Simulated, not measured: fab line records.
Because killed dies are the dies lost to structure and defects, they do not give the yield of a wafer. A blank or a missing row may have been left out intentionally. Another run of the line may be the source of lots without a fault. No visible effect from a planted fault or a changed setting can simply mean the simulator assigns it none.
Matching of chambers :: flow nand_harc :: NHARC_A_BONDPAD_ETCH_24 on rie_diel-09: 4 sister chambers
The step etches the open film in CF4/N2, target depth 30 nm, time 72.99 s. 8 wafers are shown with their chamber, then 10 later ones without.

WAFERS, EACH WITH ITS CHAMBER
wafer: L262.1
chamber: 0
drypump_motor_current_A (A): 6.2
rf_vpp_V (V): 311.3

wafer: L263.4
chamber: 2
drypump_motor_current_A (A): 6.2
rf_vpp_V (V): 314.6

wafer: L263.6
chamber: 2
drypump_motor_current_A (A): 6.2
rf_vpp_V (V): 315.0

wafer: L268.2
chamber: 1
drypump_motor_current_A (A): 6.0
rf_vpp_V (V): 314.4

wafer: L268.3
chamber: 0
drypump_motor_current_A (A): 6.2
rf_vpp_V (V): 314.3

wafer: L268.6
chamber: 3
drypump_motor_current_A (A): 5.2
rf_vpp_V (V): 314.9

wafer: L267.1
chamber: 1
drypump_motor_current_A (A): 6.1
rf_vpp_V (V): 314.9

wafer: L267.3
chamber: 3
drypump_motor_current_A (A): 5.2
rf_vpp_V (V): 313.1

WAFERS WITH NO CHAMBER GIVEN
wafer: L267.5
drypump_motor_current_A (A): 5.2
rf_vpp_V (V): 313.5

wafer: L270.3
drypump_motor_current_A (A): 6.2
rf_vpp_V (V): 313.9

wafer: L270.5
drypump_motor_current_A (A): 5.2
rf_vpp_V (V): 313.0

wafer: L270.6
drypump_motor_current_A (A): 6.2
rf_vpp_V (V): 315.3

wafer: L272.3
drypump_motor_current_A (A): 6.2
rf_vpp_V (V): 311.9

wafer: L272.5
drypump_motor_current_A (A): 6.2
rf_vpp_V (V): 311.8

wafer: L272.6
drypump_motor_current_A (A): 5.2
rf_vpp_V (V): 314.1

wafer: L282.3
drypump_motor_current_A (A): 6.2
rf_vpp_V (V): 312.7

wafer: L282.4
drypump_motor_current_A (A): 6.1
rf_vpp_V (V): 315.5

wafer: L282.5
drypump_motor_current_A (A): 6.2
rf_vpp_V (V): 314.5

WHICH CHAMBER EACH WENT THROUGH
wafer: L267.5
from the rows above: 3
in truth: 3

wafer: L270.3
from the rows above: can't be placed: 2 or 0
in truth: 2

wafer: L270.5
from the rows above: 3
in truth: 3

wafer: L270.6
from the rows above: can't be placed: 2 or 0
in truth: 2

wafer: L272.3
from the rows above: can't be placed: 0 or 2
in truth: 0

wafer: L272.5
from the rows above: can't be placed: 0 or 2
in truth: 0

wafer: L272.6
from the rows above: 3
in truth: 3

wafer: L282.3
from the rows above: can't be placed: 0 or 2
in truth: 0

wafer: L282.4
from the rows above: can't be placed: 1 or 2 or 0
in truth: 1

wafer: L282.5
from the rows above: can't be placed: 2 or 0
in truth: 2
3 of 10 placed correctly. Unplaceable from these rows: 7, with the true chamber sitting among the candidates in 7. 0 placed wrongly.
How it was worked out, from the rows above alone: a wafer's distance from a chamber is the root of the sum, over the readings, of the square of ((its reading less the chamber's mean) divided by the reading's scatter). If the next closest chamber is less than 2 further off than the closest, the wafer can't be placed; otherwise it belongs to the closest. Each chamber's mean is taken over the wafers shown for it. The scatter is the square root of a quotient: the sum, over the shown wafers, of each reading's squared deviation from its chamber's mean, divided by wafers minus chambers.
